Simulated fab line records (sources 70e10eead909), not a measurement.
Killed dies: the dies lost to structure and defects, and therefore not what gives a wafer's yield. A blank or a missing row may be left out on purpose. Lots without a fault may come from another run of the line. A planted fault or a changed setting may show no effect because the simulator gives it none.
A lot that was struck, set against a sound lot | flow nandHarc | 13 out of 1302 route steps
Sound: the wafers L962.2, L962.5, L962.6. Wafers struck: L954.1, L954.5, L954.6. The cause is given at the end.
Each step with rows lists, per side, the tool, then ch with its chambers, then its first start. Under that, the readings that differ: sound wafers | struck wafers | difference of the means | sigmas: that difference in standard deviations of wafers without a fault.
alike: same words and numbers on both sides, and readings whose means sit less than 2 such deviations apart. not compared: any withheld reading, any reading some wafer has no value for, any bound like >300 that may hide the same value, and any number with overlapping values for which the record gives no deviation.
A row with sigmas, a row that says differs or no value, or rows on one side alone: a step with any of these is where the two part. When numbers do not overlap yet have no deviation, they are printed without sigmas and do not part them. A reading missing from all wafers of one side parts the sides only when that side holds two or more wafers.

NHARC_A_WL_FILL_ALD_10: deposits SiO2, target thk 50 nm, pulse time 10 s, ald cycles 500.
  sound on aldHk-03 ch 0,1,2, day 27 21:20; struck on aldHk-01 ch 0,2,3, day 24 17:52
  alike: heaterPowerW, precursorPulseHeightRel
then, 1 step without rows for these wafers: NHARC_A_WL_FILL_ETCHBACK_16 (etches the open film in C4F8/O2/Ar, target depth 120 nm, time 24 s).
NHARC_A_WL_FILL_STRIP_29: strips in O2, time 20 s.
  sound on rieDiel-01 ch 0,3, day 28 00:31; struck on rieDiel-05 ch 0,1,2, day 24 21:36
  alike: drypumpMotorCurrentA, o2FlowSccm, oesProductAu, rfVppV, showerheadPlenumPTorr, throttleValvePct
  not compared: rfHoursCounterH
NHARC_A_WL_FILL_ETCHBACK_17: etches the open film in Cl2/BCl3, target depth 4 nm, time 26.7 s.
  sound on rieMetal-02 ch 0,1, day 28 00:37; struck on rieMetal-01 ch 0,1, day 24 21:41
  alike: drypumpMotorCurrentA, heBacksideLeakSccm, oesProductAu
  not compared: rfHoursCounterH
then, 3 steps without rows for these wafers: NHARC_A_WL_FILL_PRECLEAN_18 (cleans in dHF, time 30 s); NHARC_A_WL_FILL_SRD_21; NHARC_A_WL_FILL_CVD_23 (deposits poly-Si, target thk 40 nm, time 800 s).
NHARC_A_WL_FILL_ETCHBACK_26: etches the open film in HBr, target depth 52 nm, time 13.3 s.
  sound on rieSi-04 ch 0,1, day 28 05:50; struck on rieSi-05 ch 0,3, day 25 02:54
reading                  | sound       | struck      | difference | sigmas
drypumpMotorCurrentA (A) | 6.2 6.2 5.7 | 4.9 4.9 5.3 | -1.0       | -2
  alike: heBacksideLeakSccm, oesProductAu, throttleValvePct
  not compared: rfHoursCounterH
then, 2 steps without rows for these wafers: NHARC_A_WL_FILL_PRECLEAN_30 (cleans in dHF, time 10 s); NHARC_A_WL_FILL_SRD_14.
NHARC_A_WL_FILL_ALD_19: deposits TiN, target thk 2 nm, pulse time 3 s, ald cycles 100.
  sound on aldMetal-02 ch 1,2, day 28 06:05; struck on aldMetal-04 ch 0,1,2, day 25 03:11
  alike: heaterPowerW, precursorPulseHeightRel
NHARC_A_WL_FILL_CVD_20: deposits W, target thk 100 nm, time 74 s.
  sound on cvdW-02 ch 0,1, day 28 06:17; struck on cvdW-02 ch 0,1, day 25 03:23
  no value came back on the struck wafers for chamberPressureTorr (Torr), heaterPowerOuterW (W), heaterPowerW (W), throttleValvePct (%); on the sound wafers chamberPressureTorr (Torr) reads 39.84 39.94 40.11
NHARC_A_WL_FILL_CMP_12: polishes, t overpolish 30 s, target thk 100 nm.
  sound on cmp-01 ch 0,1,2, day 28 06:31; struck on cmp-04 ch 2,3, day 25 03:34
reading             | sound    | struck | difference | sigmas
timeToEndpointS (s) | 21 16 18 | 1 1 4  | -16        | -5
  alike: motorCurrentA, overpolishRunS

WHERE THEY PART
At NHARC_A_WL_FILL_ETCHBACK_26 first; at NHARC_A_WL_FILL_CMP_12 last (within this record only).

WHY: what the simulator had put in
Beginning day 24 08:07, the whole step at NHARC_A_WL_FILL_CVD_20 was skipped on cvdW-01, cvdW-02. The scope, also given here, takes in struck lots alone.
